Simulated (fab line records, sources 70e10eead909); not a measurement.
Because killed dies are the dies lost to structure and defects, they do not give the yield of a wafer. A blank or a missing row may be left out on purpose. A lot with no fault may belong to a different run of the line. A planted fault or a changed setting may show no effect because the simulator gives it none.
fab line records	flow nandHarc
[record] lots = 14	wafers = 41	lastDay = 34
route steps=1302 shown A_CHANNEL_FILL_D1@495 A_DECK1_JOINT@527 END@1302
lots that met no fault: from a run of the same line without faults
startH: hours from the record's first day to the start of the lot's first wafer shown	waitH: time in hours since the lot's previous step	" unchanged from the row above	L1.1+2: several wafers, shown together as one row	- value missing, or start not given	* or withheld: withheld	< > ~ a bound
route shown NAME@n: a module of which the file shows steps, and the number in the route of the first	usual: the fault-free wafers' mean and standard deviation	same: alike in all rows	chamber/n: place in a boat	sites: per-site readings	_std_site: the standard deviation of these	_edge_site: mean of outer sites minus mean of inner sites	radiusMm: how far each site lies from the wafer's centre	mask NAME#n: copy n	behind: the last tool/chamber to shape the wafer	hold: reason for holding the lot/hours on hold/outcome of the hold	device: transistor that didn't switch, given as n, p or np	end of line: at the end of the route, the tests of the same wafers	where a step has no rows: the recipe by itself	killed: dies that structure and defects cost at the first sort, which is not the same as the wafer's yield	map: dies across one wafer; x = killed, . = not, _ = none there
set.NAME: the setting the step ran with; set.NAME@STEP: the setting that earlier step ran with	model.NAME: the simulator's own value behind a step, which no gauge read
a sample of lots followed through the steps of the route, with each step as a table and each wafer as a row
services: the hour from which a tool's chamber was out of use, counted from the record's first day as startH (under 0 if before that day), plus the number of hours and why
[[steps]]
[step NHARC_A_CHANNEL_FILL_D1_ALD_15]
[recipe] targetThkA = 20	pulseTimeS = 60	aldCycles = 19	tempC = 630	pressureTorr = 2	material = SiNx
[usual] precursorPulseHeightRel = 0.998/0.02
[same] pulseTimeS = 60
lot.wafer	tool	chamber	startH	waitH	precursorPulseHeightRel
L357.1	aldSinBatch-02	0	-	-	1.004
L357.2	"	0	"	"	1.000
L357.3	"	0	"	"	1.003
L358.2	aldSinBatch-02	0	-	-	0.996
L358.3	"	0	"	"	0.940
L358.6	"	0	"	"	0.989
L359.1	aldSinBatch-02	0	-	-	0.949
L359.5	"	0	"	"	0.993
L359.6	"	0	"	"	0.974
L362.1	aldSinBatch-02	0	241.84	3.3	1.021
L362.5	"	0	"	"	1.032
L362.6	"	0	"	"	1.054
L363.1	aldSinBatch-01	0	-	-	1.009
L363.4	"	0	"	"	0.969
L363.5	"	0	"	"	1.002
L364.2	aldSinBatch-03	0	-	-	0.999
L364.3	"	0	"	"	0.988
L364.4	"	0	"	"	0.990
L367.1	aldSinBatch-03	0	-	-	0.986
L367.2	"	0	"	"	0.998
L367.6	"	0	"	"	0.989
L372.1	aldSinBatch-03	0	-	-	1.002
L372.3	"	0	"	"	1.002
L372.5	"	0	"	"	1.007
L371.2	aldSinBatch-02	0	-	-	1.004
L371.3	"	0	"	"	1.006
L371.5	"	0	"	"	0.976
L373.3	aldSinBatch-01	0	-	-	1.008
L373.4	"	0	"	"	0.979
L373.5	"	0	"	"	0.996
L375.2	aldSinBatch-02	0	-	-	1.001
L375.5	"	0	"	"	0.984
L376.1	aldSinBatch-02	0	-	-	1.003
L376.4	"	0	"	"	0.963
L376.5	"	0	"	"	1.016
L377.1	aldSinBatch-01	0	-	-	1.014
L377.3	"	0	"	"	1.017
L377.4	"	0	"	"	0.984
L380.1	aldSinBatch-01	0	-	-	1.017
L380.2	"	0	"	"	0.975
L380.4	"	0	"	"	1.010
[step NHARC_A_CHANNEL_FILL_D1_INSPECT_13]
[usual] rawDefectCount = 355/140
lot.wafer	tool	chamber	startH	waitH	rawDefectCount
L357.1	defectInspect-02	-	232.21	0.0	441
L357.2	"	-	"	"	656
L357.3	"	-	"	"	434
L358.2	defectInspect-01	-	247.31	0.0	232
L358.3	"	-	"	"	188
L358.6	"	-	"	"	276
L359.1	defectInspect-01	-	261.36	0.0	130
L359.5	"	-	"	"	271
L359.6	"	-	"	"	338
L362.1	defectInspect-01	-	281.34	0.0	258
L362.5	"	-	"	"	458
L362.6	"	-	"	"	227
L364.2	defectInspect-01	-	302.89	0.0	230
L364.3	"	-	"	"	228
L364.4	"	-	"	"	233
L363.1	defectInspect-01	-	306.55	0.0	286
L363.4	"	-	"	"	281
L363.5	"	-	"	"	270
L367.1	defectInspect-01	-	329.47	0.0	407
L367.2	"	-	"	"	388
L367.6	"	-	"	"	499
L371.2	defectInspect-02	-	380.48	0.0	314
L371.3	"	-	"	"	649
L371.5	"	-	"	"	564
L372.1	defectInspect-02	-	380.50	0.0	451
L372.3	"	-	"	"	236
L372.5	"	-	"	"	379
L373.3	defectInspect-01	-	395.75	0.0	280
L373.4	"	-	"	"	385
L373.5	"	-	"	"	340
L375.2	defectInspect-01	-	422.40	0.0	344
L375.5	"	-	"	"	327
L376.1	defectInspect-02	-	431.58	0.0	389
L376.4	"	-	"	"	370
L376.5	"	-	"	"	353
L377.1	defectInspect-01	-	440.95	0.0	365
L377.3	"	-	"	"	348
L377.4	"	-	"	"	396
L380.1	defectInspect-01	-	471.36	0.0	673
L380.2	"	-	"	"	206
L380.4	"	-	"	"	402
[step NHARC_A_DECK1_JOINT_CMP_13]
[recipe] targetThkNm = 51.023
[usual] motorCurrentA = 12.6/0.97	timeToEndpointS = 8.5/2.4
lot.wafer	tool	chamber	startH	waitH	motorCurrentA	timeToEndpointS
L357.2	cmp-02	1	242.57	0.4	12.7	10.9
L357.3	"	2	"	"	13.7	9.5
L357.1	"	3	"	"	12.5	6.8
L358.3	cmp-04	2	261.46	0.4	13.0	9.4
L358.2	"	3	"	"	13.3	8.3
L358.6	"	0	"	"	10.5	4.8
L359.1	cmp-03	1	271.82	0.4	14.7	7.8
L359.5	"	3	"	"	11.8	6.1
L359.6	"	0	"	"	13.3	7.9
L362.1	cmp-02	1	291.75	0.4	12.8	9.1
L362.5	"	3	"	"	12.3	6.8
L362.6	"	0	"	"	11.6	7.9
L364.4	cmp-03	0	313.61	0.4	12.6	13.2
L364.2	"	1	"	"	14.5	13.6
L364.3	"	2	"	"	11.8	11.1
L363.4	cmp-02	3	316.94	0.4	12.1	7.5
L363.1	"	0	"	"	11.3	8.0
L363.5	"	1	"	"	12.4	7.8
L367.2	cmp-02	1	339.62	0.4	11.7	9.0
L367.1	"	3	"	"	13.1	6.4
L367.6	"	1	"	"	12.2	9.0
L372.1	cmp-02	2	390.83	0.4	13.0	7.0
L372.3	"	3	"	"	12.4	7.7
L372.5	"	1	"	"	11.8	11.4
L371.3	cmp-03	3	390.84	0.4	11.0	7.1
L371.2	"	0	"	"	13.2	9.5
L371.5	"	1	"	"	13.8	9.1
L373.4	cmp-02	1	406.31	0.4	12.1	5.9
L373.3	"	3	"	"	12.3	7.4
L373.5	"	1	"	"	11.8	6.6
L375.2	cmp-03	0	433.25	0.4	12.9	11.6
L375.5	"	0	"	"	13.2	10.3
L376.4	cmp-04	3	441.93	0.4	13.1	9.0
L376.1	"	2	"	"	12.6	9.4
L376.5	"	0	"	"	11.2	11.6
L377.1	cmp-04	2	451.34	0.4	13.1	10.9
L377.3	"	3	"	"	12.7	9.9
L377.4	"	0	"	"	10.7	9.6
L380.1	cmp-03	3	485.02	0.4	11.7	7.4
L380.4	"	1	"	"	14.4	8.3
L380.2	"	2	"	"	11.7	6.3
[step NHARC_A_DECK1_JOINT_CVD_34]
[recipe] targetThkA = 200	tempC = 700	pressureMtorr = 300	material = SiNx
[usual] pressureMtorr = 300.1/0.62	spikeTcBottomC = 720/4	spikeTcCentreC = 701.0/1.3
lot.wafer	tool	chamber	startH	waitH	pressureMtorr	spikeTcBottomC	spikeTcCentreC
L357.1	lpcvd-02	0	246.31	-	300.4	719	703.0
L357.2	"	0	"	"	300.5	721	700.2
L357.3	"	0	"	"	299.8	722	701.5
L358.2	lpcvd-01	0	265.21	-	299.2	722	701.9
L358.3	"	0	"	"	299.7	723	699.9
L358.6	"	0	"	"	299.2	722	702.0
L359.1	lpcvd-01	0	275.54	-	299.7	724	700.1
L359.5	"	0	"	"	299.5	725	700.1
L359.6	"	0	"	"	300.5	725	700.0
L362.1	lpcvd-01	0	295.47	-	300.8	723	701.2
L362.5	"	0	"	"	300.2	725	701.4
L362.6	"	0	"	"	300.5	722	700.3
L364.2	lpcvd-01	1	317.38	-	300.0	714	701.0
L364.3	"	1	"	"	299.5	714	701.0
L364.4	"	1	"	"	299.9	713	699.9
L363.1	lpcvd-01	1	320.66	-	299.2	716	702.1
L363.4	"	1	"	"	299.4	715	699.0
L363.5	"	1	"	"	299.5	714	700.5
L367.1	lpcvd-01	1	343.39	-	300.5	713	699.9
L367.2	"	1	"	"	300.5	715	700.5
L367.6	"	1	"	"	299.6	714	700.6
L371.2	lpcvd-01	0	394.56	-	300.0	723	702.0
L371.3	"	0	"	"	300.6	724	701.3
L371.5	"	0	"	"	300.2	724	699.5
L372.1	lpcvd-01	1	394.56	-	301.0	714	699.4
L372.3	"	1	"	"	300.5	714	701.1
L372.5	"	1	"	"	300.2	716	700.0
L373.3	lpcvd-01	0	412.29	-	300.4	725	701.9
L373.4	"	0	"	"	300.6	724	700.4
L373.5	"	0	"	"	300.6	724	702.9
L375.2	lpcvd-01	1	436.99	-	-	-	-
L375.5	"	1	"	"	-	-	-
L376.1	lpcvd-01	1	445.70	-	-	-	-
L376.4	"	1	"	"	-	-	-
L376.5	"	1	"	"	-	-	-
L377.1	lpcvd-01	0	455.08	-	301.2	724	702.3
L377.3	"	0	"	"	300.7	724	701.4
L377.4	"	0	"	"	300.8	722	701.6
L380.1	lpcvd-01	0	488.79	-	298.9	724	702.4
L380.2	"	0	"	"	299.2	723	700.2
L380.4	"	0	"	"	299.3	722	700.1
[step NHARC_END_SORT_01]
[recipe] tempC = 25
[usual] killedAtArray = 63/18	killedAtOther = 1.1/1.3	killedAtPeriphery = 4.3/2.8	killedDies = 68/18	killedOpen = 3.3/2	killedShort = 2.4/1.6
[same] grossDies = 677
lot.wafer	tool	chamber	startH	waitH	killedAtArray	killedAtOther	killedAtPeriphery	killedDies	killedOpen	killedShort
L371.3	prober-01	0	761.83	3.1	68	2	6	76	10	2
L375.2	prober-02	0	775.09	2.8	670	1	6	677	3	6
L375.5	prober-02	0	777.51	3.7	673	1	3	677	5	3
L376.1	prober-01	0	775.89	2.5	676	0	1	677	6	2
L376.4	prober-01	0	778.27	3.4	675	0	2	677	2	1
L376.5	prober-01	0	779.07	3.7	677	0	0	677	2	2
// killed by level:class
L371.3 A_CHANNEL_HOLE_D1:chamberFilmFlake=31 A_SLIT:chamberFilmFlake=20 A_STAIRCASE:chamberFilmFlake=5 P_M0:geometricParticle:open=3 A_CONTACT:chamberFilmFlake=3 A_WL_FILL:geometricParticle:open=2 A_BLC:geometricParticle:open=2 P_ZERO_WELL:chamberFilmFlake=2
L375.2 A_DECK1_JOINT:areaCvd=616 A_CHANNEL_HOLE_D1:chamberFilmFlake=32 A_STAIRCASE:chamberFilmFlake=6 A_SLIT:chamberFilmFlake=5 P_M0:geometricParticle:short=2 A_ONON_D1:geometricParticle:short=2 P_BONDPAD:chamberFilmFlake=2 A_DECK1_JOINT:chamberFilmFlake=2
L376.1 A_DECK1_JOINT:areaCvd=607 A_SLIT:chamberFilmFlake=24 A_CHANNEL_HOLE_D2:chamberFilmFlake=18 A_CHANNEL_HOLE_D1:chamberFilmFlake=8 A_DECK1_JOINT:chamberFilmFlake=4 A_WL_FILL:chamberFilmFlake=3 A_ONON_D1:geometricParticle:open=1 A_ONON_D2:geometricParticle:open=1
L375.5 A_DECK1_JOINT:areaCvd=609 A_CHANNEL_HOLE_D1:chamberFilmFlake=36 A_CHANNEL_HOLE_D2:chamberFilmFlake=8 A_SLIT:chamberFilmFlake=5 A_STAIRCASE:chamberFilmFlake=3 A_ONON_D1:geometricParticle:open=2 A_ONON_D1:geometricParticle:short=2 P_BONDPAD:chamberFilmFlake=2
L376.4 A_DECK1_JOINT:areaCvd=607 A_CHANNEL_HOLE_D2:chamberFilmFlake=28 A_SLIT:chamberFilmFlake=22 A_CHANNEL_HOLE_D1:chamberFilmFlake=9 A_WL_FILL:chamberFilmFlake=3 P_BONDPAD:chamberFilmFlake=2 A_STAIRCASE:chamberFilmFlake=2 A_CHANNEL_FILL_D1:geometricParticle:open=1
L376.5 A_DECK1_JOINT:areaCvd=603 A_SLIT:chamberFilmFlake=34 A_CHANNEL_HOLE_D2:chamberFilmFlake=21 A_CHANNEL_HOLE_D1:chamberFilmFlake=8 A_CHANNEL_FILL_D1:chamberFilmFlake=2 A_DECK1_JOINT:chamberFilmFlake=2 A_WL_FILL:chamberFilmFlake=2 A_CHANNEL_HOLE_D1:geometricParticle:open=1
[[services]]
tool	chamber	startH	hours	kind
cmp-04	-	189.09	1.1	repair
cmp-02	-	191.41	5.6	repair
aldSinBatch-03	-	192.73	39.5	repair
lpcvd-01	-	193.31	2.2	repair
cmp-03	-	202.04	0.6	repair
cmp-04	-	209.09	4.0	pm
cmp-02	-	215.46	1.0	repair
cmp-03	-	225.66	0.9	repair
cmp-02	-	232.60	4.0	pm
cmp-03	-	260.09	4.0	pm
aldSinBatch-02	-	266.17	26.0	pm
cmp-02	-	297.41	1.7	repair
cmp-04	-	306.10	0.4	repair
cmp-04	-	307.09	4.0	pm
cmp-03	-	322.33	0.6	repair
cmp-02	-	330.60	4.0	pm
cmp-03	-	358.09	4.0	pm
cmp-03	-	383.64	1.1	repair
cmp-03	-	405.75	3.3	repair
cmp-03	-	421.20	4.8	repair
cmp-02	-	428.60	4.0	pm
cmp-03	-	443.04	0.3	repair
cmp-03	-	456.09	4.0	pm
cmp-02	-	477.25	0.8	repair
[[key]]
[firstSign] step = NHARC_A_DECK1_JOINT_CVD_34	reading = toolRecord	direction = missing
[effect] step = NHARC_END_SORT_01	reading = killedAtArray	direction = up	sigmas = 35	usual = 63	struck = 674
[moreKillsBornAt] NHARC_A_DECK1_JOINT_CVD_34@lpcvd-01 = 3042
metAt NHARC_A_DECK1_JOINT_CVD_34
struckLots L375,L376
laterRowsLeftOut L375.2,L375.5,L376.1,L376.4,L376.5
testerLeftOut L375,L376
notActingAt NHARC_A_CHANNEL_FILL_D1_ALD_15,NHARC_A_CHANNEL_FILL_D1_INSPECT_13,NHARC_A_DECK1_JOINT_CMP_13
onsetBetween 412.29 436.99
[fault] kind = skippedStepWhole	tool = lpcvd-01	chamber = -	onsetH = 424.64	steps = NHARC_A_DECK1_JOINT_CVD_34	scope = struckLotsOnly
// testerLeftOut: of these lots the tester's yield and bins aren't shown, on N5 and GAA mostly nor the transistor test; their killed dies are dies lost to structure and defects alone, not to doping, threshold or leakage, so they don't give the yield
// laterRowsLeftOut: the simulator's readings of these wafers behind a module that went badly wrong aren't trusted and aren't shown, but for the sort
